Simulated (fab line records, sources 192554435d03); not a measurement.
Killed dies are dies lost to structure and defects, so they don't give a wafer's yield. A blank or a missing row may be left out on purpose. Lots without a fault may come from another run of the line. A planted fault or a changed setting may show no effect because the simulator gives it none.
Which tool did it? | flow n5_finfet | 21 lots, 63 wafers sampled, at 6 steps of a route of 1938

WHAT THE GAUGES READ, wafer by wafer
The record holds no reading of a measuring or inspecting step that can be judged against a usual standard deviation.

WHICH TOOL RAN EACH LOT (tool, then ch and the chambers of the sampled wafers, then the start)
lot  | N5_BEOL_M0_SAQP_SPACER2_ETCHBACK_27 | N5_BEOL_M0_SAQP_ETCH_73            | N5_BEOL_M0_SAQP_CUT_ETCH_46        | N5_BEOL_M0_ETCH_128                | N5_BEOL_M0_PRE_CLEAN_131         | N5_BEOL_M1_ILD_DEP_00
L074 | rie_diel-01 ch 0,2,3, day 5 14:37   | rie_diel-03 ch 0,2,3, day 5 15:21  | rie_diel-03 ch 0,2,3, day 5 15:23  | rie_diel-05 ch 1,2, day 5 22:51    | cvd_co-02 ch 0,2, day 6 01:16    | pecvd-03 ch 0,1,2, day 6 01:33
L075 | rie_diel-04 ch 0,3, day 5 23:40     | rie_diel-03 ch 0,1,2, day 6 00:20  | rie_diel-03 ch 0,1,2, day 6 00:22  | rie_diel-02 ch 0,2, day 6 02:32    | cvd_co-01 ch 0,2, day 6 05:22    | pecvd-02 ch 0,2, day 6 05:43
L076 | rie_diel-01 ch 0,2,3, day 6 02:43   | rie_diel-04 ch 0,1,3, day 6 03:48  | rie_diel-04 ch 0,1,3, day 6 03:50  | rie_diel-06 ch 0,2, day 6 09:22    | cvd_co-02 ch 0,1, day 6 13:28    | pecvd-02 ch 0,1,2, day 6 13:45
L078 | rie_diel-03 ch 1,2,3, day 6 13:16   | rie_diel-04 ch 1,3, day 6 13:57    | rie_diel-04 ch 1,3, day 6 13:59    | rie_diel-02 ch 0,1,2, day 6 19:03  | cvd_co-02 ch 0,2, day 6 23:50    | pecvd-03 ch 0,1,2, day 7 00:07
L080 | rie_diel-01 ch 0,1, day 7 06:29     | rie_diel-04 ch 0,1,2, day 7 07:15  | rie_diel-04 ch 0,1,2, day 7 07:17  | rie_diel-06 ch 0,3, day 7 11:15    | cvd_co-01 ch 0,2, day 7 13:43    | pecvd-03 ch 1,2, day 7 14:00
L081 | rie_diel-01 ch 2,3, day 7 08:54     | rie_diel-03 ch 0,1, day 7 09:42    | rie_diel-03 ch 0,1, day 7 09:44    | rie_diel-02 ch 2,3, day 7 14:02    | cvd_co-01 ch 0,1,2, day 7 17:13  | pecvd-01 ch 0,2, day 7 17:31
L082 | rie_diel-03 ch 0,2,3, day 7 19:36   | rie_diel-01 ch 2,3, day 7 20:24    | rie_diel-01 ch 2,3, day 7 20:26    | rie_diel-05 ch 1,3, day 7 23:26    | cvd_co-02 ch 0,1,2, day 8 04:17  | pecvd-03 ch 0,2, day 8 04:34
L083 | rie_diel-04 ch 0,1,2, day 7 22:39   | rie_diel-03 ch 0,2,3, day 7 23:20  | rie_diel-03 ch 0,2,3, day 7 23:22  | rie_diel-05 ch 0,1,2, day 8 01:56  | cvd_co-02 ch 0,1,2, day 8 04:53  | pecvd-01 ch 0,1,2, day 8 05:10
L084 | rie_diel-01 ch 1,2,3, day 8 01:58   | rie_diel-04 ch 1,2,3, day 8 03:08  | rie_diel-04 ch 1,2,3, day 8 03:10  | rie_diel-06 ch 2,3, day 8 10:59    | cvd_co-01 ch 0,1,2, day 8 15:24  | pecvd-02 ch 0,1, day 8 15:41
L085 | rie_diel-04 ch 0,1,3, day 8 08:50   | rie_diel-04 ch 1,3, day 8 09:31    | rie_diel-04 ch 1,3, day 8 09:33    | rie_diel-05 ch 0,1,2, day 8 17:57  | cvd_co-01 ch 0,1, day 8 22:36    | pecvd-01 ch 1,2, day 8 22:53
L087 | rie_diel-01 ch 0,1, day 8 22:35     | rie_diel-04 ch 0,3, day 8 23:16    | rie_diel-04 ch 0,3, day 8 23:18    | rie_diel-05 ch 0,2,3, day 9 02:04  | cvd_co-01 ch 0,1,2, day 9 05:42  | pecvd-01 ch 0,2, day 9 06:01
L086 | rie_diel-03 ch 1,2, day 8 23:16     | rie_diel-04 ch 0,1, day 8 23:57    | rie_diel-04 ch 0,1, day 8 23:59    | rie_diel-06 ch 0,1,2, day 9 05:02  | cvd_co-02 ch 0,1,2, day 9 08:52  | pecvd-03 ch 0,1, day 9 09:09
L088 | rie_diel-04 ch 1,3, day 9 10:11     | rie_diel-04 ch 1,3, day 9 10:52    | rie_diel-04 ch 1,3, day 9 10:54    | rie_diel-02 ch 0,2,3, day 9 15:37  | cvd_co-01 ch 0,1, day 9 18:39    | pecvd-01 ch 0,2, day 9 18:56
L089 | rie_diel-01 ch 2,3, day 9 15:01     | rie_diel-01 ch 0,2,3, day 9 15:42  | rie_diel-01 ch 0,2,3, day 9 15:44  | rie_diel-06 ch 0,2, day 9 18:55    | cvd_co-01 ch 0,1,2, day 9 21:47  | pecvd-03 ch 1,2, day 9 22:04
L090 | rie_diel-03 ch 0,1,2, day 9 20:25   | rie_diel-01 ch 0,2,3, day 9 21:14  | rie_diel-01 ch 0,2,3, day 9 21:16  | rie_diel-06 ch 1,2, day 10 01:11   | cvd_co-02 ch 0,2, day 10 04:19   | pecvd-01 ch 0,1, day 10 04:37
L091 | rie_diel-03 ch 0,1,2, day 9 22:51   | rie_diel-03 ch 0,1,2, day 9 23:32  | rie_diel-03 ch 0,1,2, day 9 23:34  | rie_diel-02 ch 0,3, day 10 02:03   | cvd_co-01 ch 1,2, day 10 04:35   | pecvd-02 ch 1,2, day 10 04:55
L092 | rie_diel-04 ch 1,3, day 10 01:39    | rie_diel-01 ch 0,2, day 10 02:31   | rie_diel-01 ch 0,2, day 10 02:32   | rie_diel-05 ch 0,1,3, day 10 05:24 | cvd_co-01 ch 1,2, day 10 09:28   | pecvd-01 ch 0,1, day 10 09:46
L093 | rie_diel-03 ch 0,1,3, day 10 09:54  | rie_diel-03 ch 0,2,3, day 10 10:36 | rie_diel-03 ch 0,2,3, day 10 10:38 | rie_diel-05 ch 1,2, day 10 13:43   | cvd_co-02 ch 0,1,2, day 10 18:49 | pecvd-03 ch 0,1, day 10 19:07
L094 | rie_diel-03 ch 0,2,3, day 10 13:49  | rie_diel-03 ch 0,1, day 10 14:31   | rie_diel-03 ch 0,1, day 10 14:32   | rie_diel-05 ch 0,2,3, day 10 19:07 | cvd_co-02 ch 0,2, day 10 23:19   | pecvd-03 ch 0,1, day 10 23:37
L095 | rie_diel-01 ch 1,2,3, day 10 16:33  | rie_diel-01 ch 0,1,3, day 10 17:14 | rie_diel-01 ch 0,1,3, day 10 17:16 | rie_diel-06 ch 0,2, day 10 21:40   | cvd_co-02 ch 0,2, day 11 01:38   | pecvd-03 ch 0,1, day 11 01:57
L096 | rie_diel-01 ch 1,2,3, day 11 02:50  | rie_diel-03 ch 0,2,3, day 11 04:03 | rie_diel-03 ch 0,2,3, day 11 04:05 | rie_diel-02 ch 1,2,3, day 11 12:12 | cvd_co-01 ch 0,1, day 11 15:44   | pecvd-02 ch 1,2, day 11 16:02
- N5_BEOL_M0_SAQP_SPACER2_ETCHBACK_27: etches SiO2 in CHF3/O2, target depth 22.5 nm, time 11.25 s.
- N5_BEOL_M0_SAQP_ETCH_73: etches SiARC in CF4, target depth 19.5 nm, time 32.5 s.
- N5_BEOL_M0_SAQP_CUT_ETCH_46: etches SOC in N2/H2, target depth 135 nm, overetch 27 nm, time 202.5 s.
- N5_BEOL_M0_ETCH_128: etches SiCN in CF4/N2, target depth 12 nm, overetch 5.1 nm, time 21.4 s.
- N5_BEOL_M0_PRE_CLEAN_131: time 15 s.
- N5_BEOL_M1_ILD_DEP_00: deposits SiOC from DEMS/O2, target thk 79 nm, time 15.3 s.

WHAT THE TOOLS THEMSELVES READ (means of the sampled wafers that have a number; where no wafer has one, the mark that the record gives instead)
N5_BEOL_M0_SAQP_SPACER2_ETCHBACK_27. Usual: drypump_motor_current_A 5.9 A, standard deviation 0.49; oes_o_777_au 0.76 a.u., standard deviation 0.063; oes_product_au 0.76 a.u., standard deviation 0.065; rf_vpp_V 527 V, standard deviation 7.8; showerhead_plenum_p_Torr 2.42 Torr, standard deviation 0.079; throttle_valve_pct 18.99 %, standard deviation 0.24.
lot  | tool        | drypump_motor_current_A (A) | oes_o_777_au (a.u.) | oes_product_au (a.u.) | rf_vpp_V (V) | showerhead_plenum_p_Torr (Torr) | throttle_valve_pct (%) | flag
L074 | rie_diel-01 | 6.0                         | 0.76                | 0.74                  | 525          | 2.47                            | 18.86                  |
L075 | rie_diel-04 | 5.9                         | 0.72                | 0.74                  | 534          | 2.44                            | 18.97                  |
L076 | rie_diel-01 | 6.0                         | 0.75                | 0.74                  | 524          | 2.47                            | 18.85                  |
L078 | rie_diel-03 | 5.7                         | 0.79                | 0.79                  | 531          | 2.46                            | 19.06                  |
L080 | rie_diel-01 | 6.2                         | 0.70                | 0.70                  | 530          | 2.33                            | 19.00                  |
L081 | rie_diel-01 | 5.9                         | 0.77                | 0.77                  | 516          | 2.51                            | 18.97                  |
L082 | rie_diel-03 | 5.4                         | 0.80                | 0.78                  | 523          | 2.43                            | 19.13                  |
L083 | rie_diel-04 | 5.7                         | 0.73                | 0.73                  | 528          | 2.40                            | 19.06                  |
L084 | rie_diel-01 | 6.0                         | 0.74                | 0.75                  | 522          | 2.44                            | 18.97                  |
L085 | rie_diel-04 | 6.0                         | 0.73                | 0.74                  | 532          | 2.41                            | 19.02                  |
L087 | rie_diel-01 | 6.1                         | 0.86                | 0.87                  | 533          | 2.35                            | 18.64                  |
L086 | rie_diel-03 | 5.2                         | 0.75                | 0.74                  | 530          | 2.50                            | 19.23                  |
L088 | rie_diel-04 | 6.0                         | 0.74                | 0.75                  | 532          | 2.37                            | 19.13                  |
L089 | rie_diel-01 | 6.0                         | 0.76                | 0.75                  | 520          | 2.50                            | 18.85                  |
L090 | rie_diel-03 | 5.3                         | 0.74                | 0.73                  | 527          | 2.47                            | 19.24                  |
L091 | rie_diel-03 | 5.3                         | 0.74                | 0.73                  | 526          | 2.47                            | 19.24                  |
L092 | rie_diel-04 | 6.0                         | 0.76                | 0.77                  | 528          | 2.34                            | 19.15                  |
L093 | rie_diel-03 | 5.8                         | 0.77                | 0.76                  | 526          | 2.42                            | 19.08                  |
L094 | rie_diel-03 | 5.4                         | 0.78                | 0.78                  | 522          | 2.43                            | 19.16                  |
L095 | rie_diel-01 | 6.1                         | 0.73                | 0.73                  | 521          | 2.44                            | 19.01                  |
L096 | rie_diel-01 | 6.0                         | 0.73                | 0.73                  | 520          | 2.43                            | 19.01                  |

N5_BEOL_M0_SAQP_ETCH_73. Usual: drypump_motor_current_A 5.8 A, standard deviation 0.53; etch_rf_on_time_s 32.5 s, standard deviation 0.9; oes_product_au 0.66 a.u., standard deviation 0.06; rf_vpp_V 184.1 V, standard deviation 1.1; showerhead_plenum_p_Torr 2.14 Torr, standard deviation 0.063; throttle_valve_pct 15.68 %, standard deviation 0.23.
lot  | tool        | drypump_motor_current_A (A) | etch_rf_on_time_s (s) | oes_product_au (a.u.) | rf_vpp_V (V) | showerhead_plenum_p_Torr (Torr) | throttle_valve_pct (%) | flag
L074 | rie_diel-03 | 5.4                         | 32.3                  | 0.68                  | 184.2        | 2.16                            | 15.72                  |
L075 | rie_diel-03 | 5.3                         | 33.6                  | 0.64                  | 185.2        | 2.20                            | 15.84                  |
L076 | rie_diel-04 | 6.0                         | 32.7                  | 0.64                  | 184.4        | 2.14                            | 15.68                  |
L078 | rie_diel-04 | 6.1                         | 32.5                  | 0.67                  | 183.7        | 2.09                            | 15.81                  |
L080 | rie_diel-04 | 5.7                         | 32.8                  | 0.62                  | 183.3        | 2.13                            | 15.74                  |
L081 | rie_diel-03 | 5.7                         | 33.2                  | 0.62                  | 184.2        | 2.19                            | 15.80                  |
L082 | rie_diel-01 | 5.9                         | 32.4                  | 0.65                  | 184.7        | 2.22                            | 15.64                  |
L083 | rie_diel-03 | 5.4                         | 32.0                  | 0.67                  | 185.2        | 2.15                            | 15.75                  |
L084 | rie_diel-04 | 5.7                         | 32.5                  | 0.64                  | 183.5        | 2.10                            | 15.82                  |
L085 | rie_diel-04 | 6.0                         | 32.7                  | 0.66                  | 183.4        | 2.08                            | 15.83                  |
L087 | rie_diel-04 | 5.9                         | 32.7                  | 0.60                  | 184.8        | 2.18                            | 15.60                  |
L086 | rie_diel-04 | 6.0                         | 32.8                  | 0.64                  | 184.3        | 2.11                            | 15.77                  |
L088 | rie_diel-04 | 6.0                         | 32.7                  | 0.64                  | 184.1        | 2.10                            | 15.79                  |
L089 | rie_diel-01 | 6.0                         | 32.1                  | 0.70                  | 184.7        | 2.18                            | 15.44                  |
L090 | rie_diel-01 | 6.0                         | 31.7                  | 0.70                  | 184.4        | 2.18                            | 15.46                  |
L091 | rie_diel-03 | 5.3                         | 33.2                  | 0.62                  | 184.2        | 2.19                            | 15.90                  |
L092 | rie_diel-01 | 6.0                         | 32.8                  | 0.73                  | 184.4        | 2.14                            | 15.35                  |
L093 | rie_diel-03 | 5.4                         | 32.1                  | 0.66                  | 183.9        | 2.15                            | 15.78                  |
L094 | rie_diel-03 | 5.4                         | 32.8                  | 0.62                  | 184.0        | 2.16                            | 15.86                  |
L095 | rie_diel-01 | 6.2                         | 31.9                  | 0.67                  | 183.7        | 2.12                            | 15.48                  |
L096 | rie_diel-03 | 5.4                         | 32.6                  | 0.65                  | 184.8        | 2.14                            | 15.80                  |

N5_BEOL_M0_SAQP_CUT_ETCH_46. Usual: drypump_motor_current_A 5.8 A, standard deviation 0.53; rf_vpp_V 523.9 V, standard deviation 2.2; showerhead_plenum_p_Torr 2.55 Torr, standard deviation 0.075; throttle_valve_pct 17.95 %, standard deviation 0.29.
lot  | tool        | drypump_motor_current_A (A) | rf_vpp_V (V) | showerhead_plenum_p_Torr (Torr) | throttle_valve_pct (%) | flag
L074 | rie_diel-03 | 5.4                         | 524.7        | 2.57                            | 17.96                  |
L075 | rie_diel-03 | 5.3                         | 526.1        | 2.62                            | 18.08                  |
L076 | rie_diel-04 | 6.0                         | 522.5        | 2.55                            | 17.99                  |
L078 | rie_diel-04 | 6.1                         | 522.2        | 2.50                            | 18.22                  |
L080 | rie_diel-04 | 5.8                         | 523.1        | 2.54                            | 18.04                  |
L081 | rie_diel-03 | 5.7                         | 526.1        | 2.61                            | 18.05                  |
L082 | rie_diel-01 | 5.9                         | 526.7        | 2.65                            | 17.88                  |
L083 | rie_diel-03 | 5.4                         | 523.9        | 2.56                            | 17.98                  |
L084 | rie_diel-04 | 5.8                         | 522.0        | 2.51                            | 18.17                  |
L085 | rie_diel-04 | 6.1                         | 521.9        | 2.49                            | 18.23                  |
L087 | rie_diel-04 | 5.9                         | 525.0        | 2.60                            | 17.81                  |
L086 | rie_diel-04 | 6.0                         | 523.0        | 2.52                            | 18.14                  |
L088 | rie_diel-04 | 6.0                         | 523.7        | 2.51                            | 18.14                  |
L089 | rie_diel-01 | 6.0                         | 526.2        | 2.60                            | 17.67                  |
L090 | rie_diel-01 | 6.0                         | 523.9        | 2.60                            | 17.68                  |
L091 | rie_diel-03 | 5.3                         | 525.6        | 2.61                            | 18.13                  |
L092 | rie_diel-01 | 6.0                         | 523.9        | 2.55                            | 17.53                  |
L093 | rie_diel-03 | 5.4                         | 524.6        | 2.55                            | 18.01                  |
L094 | rie_diel-03 | 5.4                         | 524.2        | 2.58                            | 18.16                  |
L095 | rie_diel-01 | 6.2                         | 522.2        | 2.53                            | 17.74                  |
L096 | rie_diel-03 | 5.4                         | 524.0        | 2.55                            | 18.02                  |

N5_BEOL_M0_ETCH_128. Usual: drypump_motor_current_A 5.7 A, standard deviation 0.42; oes_product_au 0.53 a.u., standard deviation 0.058; rf_vpp_V 382.7 V, standard deviation 1.3; showerhead_plenum_p_Torr 2.22 Torr, standard deviation 0.044; throttle_valve_pct 15.46 %, standard deviation 0.18.
lot  | tool        | drypump_motor_current_A (A) | oes_product_au (a.u.) | rf_vpp_V (V) | showerhead_plenum_p_Torr (Torr) | throttle_valve_pct (%) | flag
L074 | rie_diel-05 | 5.5                         | 0.50                  | 381.5        | 2.20                            | 15.52                  |
L075 | rie_diel-02 | 5.4                         | 0.54                  | 383.2        | 2.26                            | 15.57                  |
L076 | rie_diel-06 | 6.1                         | 0.54                  | 382.2        | 2.21                            | 15.46                  |
L078 | rie_diel-02 | 5.3                         | 0.52                  | 383.5        | 2.23                            | 15.51                  |
L080 | rie_diel-06 | 5.8                         | 0.58                  | 383.1        | 2.22                            | 15.33                  |
L081 | rie_diel-02 | 6.2                         | 0.63                  | 385.8        | 2.31                            | 15.25                  |
L082 | rie_diel-05 | 5.3                         | 0.57                  | 382.2        | 2.22                            | 15.32                  |
L083 | rie_diel-05 | 5.7                         | 0.49                  | 381.4        | 2.19                            | 15.57                  |
L084 | rie_diel-06 | 6.1                         | 0.50                  | 382.0        | 2.19                            | 15.54                  |
L085 | rie_diel-05 | 5.7                         | 0.49                  | 382.7        | 2.19                            | 15.59                  |
L087 | rie_diel-05 | 5.7                         | 0.53                  | 381.9        | 2.21                            | 15.45                  |
L086 | rie_diel-06 | 5.9                         | 0.55                  | 383.1        | 2.23                            | 15.37                  |
L088 | rie_diel-02 | 5.8                         | 0.56                  | 384.3        | 2.28                            | 15.45                  |
L089 | rie_diel-06 | 6.1                         | 0.52                  | 382.1        | 2.20                            | 15.50                  |
L090 | rie_diel-06 | 6.1                         | 0.51                  | 382.3        | 2.21                            | 15.48                  |
L091 | rie_diel-02 | 5.6                         | 0.52                  | 383.1        | 2.28                            | 15.62                  |
L092 | rie_diel-05 | 5.6                         | 0.53                  | 382.6        | 2.21                            | 15.50                  |
L093 | rie_diel-05 | 5.4                         | 0.49                  | 381.9        | 2.18                            | 15.63                  |
L094 | rie_diel-05 | 5.7                         | 0.50                  | 382.5        | 2.20                            | 15.46                  |
L095 | rie_diel-06 | 6.1                         | 0.52                  | 383.0        | 2.20                            | 15.52                  |
L096 | rie_diel-02 | 5.7                         | 0.55                  | 383.2        | 2.24                            | 15.41                  |

N5_BEOL_M0_PRE_CLEAN_131. Usual: heater_power_w 90 W, standard deviation 24.
lot  | tool      | heater_power_w (W) | flag
L074 | cvd_co-02 | 81                 |
L075 | cvd_co-01 | 73                 |
L076 | cvd_co-02 | 90                 |
L078 | cvd_co-02 | 88                 |
L080 | cvd_co-01 | 76                 |
L081 | cvd_co-01 | 98                 |
L082 | cvd_co-02 | 83                 |
L083 | cvd_co-02 | 84                 |
L084 | cvd_co-01 | 97                 |
L085 | cvd_co-01 | 95                 |
L087 | cvd_co-01 | 99                 |
L086 | cvd_co-02 | 84                 |
L088 | cvd_co-01 | 96                 |
L089 | cvd_co-01 | 98                 |
L090 | cvd_co-02 | 89                 |
L091 | cvd_co-01 | 122                |
L092 | cvd_co-01 | 122                |
L093 | cvd_co-02 | 85                 |
L094 | cvd_co-02 | 88                 |
L095 | cvd_co-02 | 89                 |
L096 | cvd_co-01 | 120                |

N5_BEOL_M1_ILD_DEP_00. Usual: heater_power_w 474 W, standard deviation 49; showerhead_plenum_p_Torr 5.694 Torr, standard deviation 0.012; throttle_valve_pct 12.3 %, standard deviation 0.64.
lot  | tool     | heater_power_w (W) | showerhead_plenum_p_Torr (Torr) | throttle_valve_pct (%) | flag
L074 | pecvd-03 | 442                | 5.695                           | 12.3                   |
L075 | pecvd-02 | 497                | 5.692                           | 11.6                   |
L076 | pecvd-02 | 495                | 5.693                           | 11.9                   |
L078 | pecvd-03 | 456                | 5.694                           | 12.5                   |
L080 | pecvd-03 | 464                | 5.682                           | 12.6                   |
L081 | pecvd-01 | 498                | 5.688                           | 13.0                   |
L082 | pecvd-03 | 447                | 5.697                           | 11.7                   |
L083 | pecvd-01 | 504                | 5.702                           | 12.8                   |
L084 | pecvd-02 | 501                | 5.681                           | 12.1                   |
L085 | pecvd-01 | 498                | 5.697                           | 12.7                   |
L087 | pecvd-01 | 449                | 5.690                           | 13.0                   |
L086 | pecvd-03 | 489                | 5.701                           | 12.7                   |
L088 | pecvd-01 | 439                | 5.682                           | 13.0                   |
L089 | pecvd-03 | 456                | 5.683                           | 12.7                   |
L090 | pecvd-01 | 516                | 5.699                           | 12.5                   |
L091 | pecvd-02 | 496                | 5.692                           | 11.5                   |
L092 | pecvd-01 | 520                | 5.700                           | 12.5                   |
L093 | pecvd-03 | 476                | 5.699                           | 12.8                   |
L094 | pecvd-03 | 445                | 5.692                           | 12.5                   |
L095 | pecvd-03 | 456                | 5.695                           | 12.8                   |
L096 | pecvd-02 | 479                | 5.691                           | 11.7                   |

THE ANSWER, worked out from the rows above alone
Rule: a lot is off if the mean of its wafers that have a number lies more than 3 standard deviations from the usual mean. A lot without any number at a reading at which 4 lots or more have one is off too. The other lots that the step has rows for count as sound. The gauges are gone through in route order, then the tools' own readings, and for those a lot's mean is taken as printed above. The first step at which some lot is off is used, and at that step the reading that is off furthest; a lot without a number counts as furthest.
No lot is off at any reading shown: from this, nothing can be told.

WHAT THE SIMULATOR HAD PUT IN
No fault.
